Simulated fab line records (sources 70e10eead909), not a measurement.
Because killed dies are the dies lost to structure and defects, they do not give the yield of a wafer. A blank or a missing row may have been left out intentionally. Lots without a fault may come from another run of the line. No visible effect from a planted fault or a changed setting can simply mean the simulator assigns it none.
Matching of chambers    flow nand_harc    NHARC_A_STAIRCASE_TRIM_12 on rie_diel-04: 4 sister chambers
The step chemistry O2, time 211.2 s. 4 wafers are shown with their chamber, then 11 later ones without.

## WAFERS WITH THEIR CHAMBER
wafer   chamber  showerhead_plenum_p_Torr (Torr)
L085.4  3        3.30
L086.1  1        3.50
L086.2  0        3.79
L087.1  2        3.33

## WAFERS WITH NO CHAMBER GIVEN
wafer   showerhead_plenum_p_Torr (Torr)
L087.2  3.79
L087.5  3.32
L089.1  3.32
L089.4  3.78
L089.5  3.32
L094.1  3.29
L094.2  3.31
L094.6  3.77
L095.2  3.48
L095.3  3.29
L095.6  3.29

## CHAMBER TAKEN BY EACH
wafer   from the rows above      in truth
L087.2  0                        0
L087.5  can't be placed: 2 or 3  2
L089.1  can't be placed: 2 or 3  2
L089.4  0                        0
L089.5  can't be placed: 2 or 3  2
L094.1  3                        3
L094.2  can't be placed: 3 or 2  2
L094.6  0                        0
L095.2  1                        1
L095.3  3                        3
L095.6  3                        3
Correct placement for 7 of the 11. Not placeable from these rows: 4 (in 4, the candidates include the true chamber). Placed wrongly: 0.
How it was worked out, from the rows above alone: a wafer's distance from a chamber is the root of the sum, over the readings, of the square of ((its reading less the chamber's mean) divided by the reading's scatter). The wafer belongs to the nearest chamber; if the next one is less than 2 further off, it can't be placed. For every chamber, the mean is computed from those of its wafers that are shown. The scatter (one wafer shown for each chamber): square how far every hidden wafer sits from the nearest shown wafer, average those squares and take the square root.
